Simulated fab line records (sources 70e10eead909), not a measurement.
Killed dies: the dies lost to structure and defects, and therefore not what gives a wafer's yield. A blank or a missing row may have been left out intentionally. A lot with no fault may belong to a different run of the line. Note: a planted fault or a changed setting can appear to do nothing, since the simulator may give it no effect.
Chamber matching / flow nandHarc / NHARC_A_ONON_D2_DEP_33 on pecvd-02: 3 sister chambers
The step deposits SiO2, target thk 200 nm. 3 wafers are shown with their chamber, then 8 later ones without.

## WAFERS WITH THEIR CHAMBER
wafer=L143.3; chamber=1; throttleValvePct (%)=15.6
wafer=L143.6; chamber=2; throttleValvePct (%)=16.0
wafer=L144.2; chamber=0; throttleValvePct (%)=15.9

## WAFERS WHOSE CHAMBER IS MISSING
wafer=L144.5; throttleValvePct (%)=15.3
wafer=L144.6; throttleValvePct (%)=16.1
wafer=L145.2; throttleValvePct (%)=15.9
wafer=L145.4; throttleValvePct (%)=15.4
wafer=L145.5; throttleValvePct (%)=16.0
wafer=L146.1; throttleValvePct (%)=16.0
wafer=L146.3; throttleValvePct (%)=15.9
wafer=L146.4; throttleValvePct (%)=15.2

## CHAMBER TAKEN BY EACH
wafer=L144.5; from the rows above=can't be placed: 1 or 0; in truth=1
wafer=L144.6; from the rows above=can't be placed: 2 or 0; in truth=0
wafer=L145.2; from the rows above=can't be placed: 0 or 2 or 1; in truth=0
wafer=L145.4; from the rows above=can't be placed: 1 or 0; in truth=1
wafer=L145.5; from the rows above=can't be placed: 2 or 0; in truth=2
wafer=L146.1; from the rows above=can't be placed: 2 or 0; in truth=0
wafer=L146.3; from the rows above=can't be placed: 0 or 2 or 1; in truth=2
wafer=L146.4; from the rows above=can't be placed: 1 or 0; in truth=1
0 of 8 placed correctly. From these rows, 8 cannot be placed; in 8 the true chamber is one of the candidates. Number placed wrongly: 0.
How it was worked out, from the rows above alone: a wafer's distance from a chamber is the root of the sum, over the readings, of the square of ((its reading less the chamber's mean) divided by the reading's scatter). If the next closest chamber is less than 2 further off than the closest, the wafer can't be placed; otherwise it belongs to the closest. A chamber's mean is the mean of its shown wafers. The scatter (one wafer shown for each chamber): square how far every hidden wafer sits from the nearest shown wafer, average those squares and take the square root.
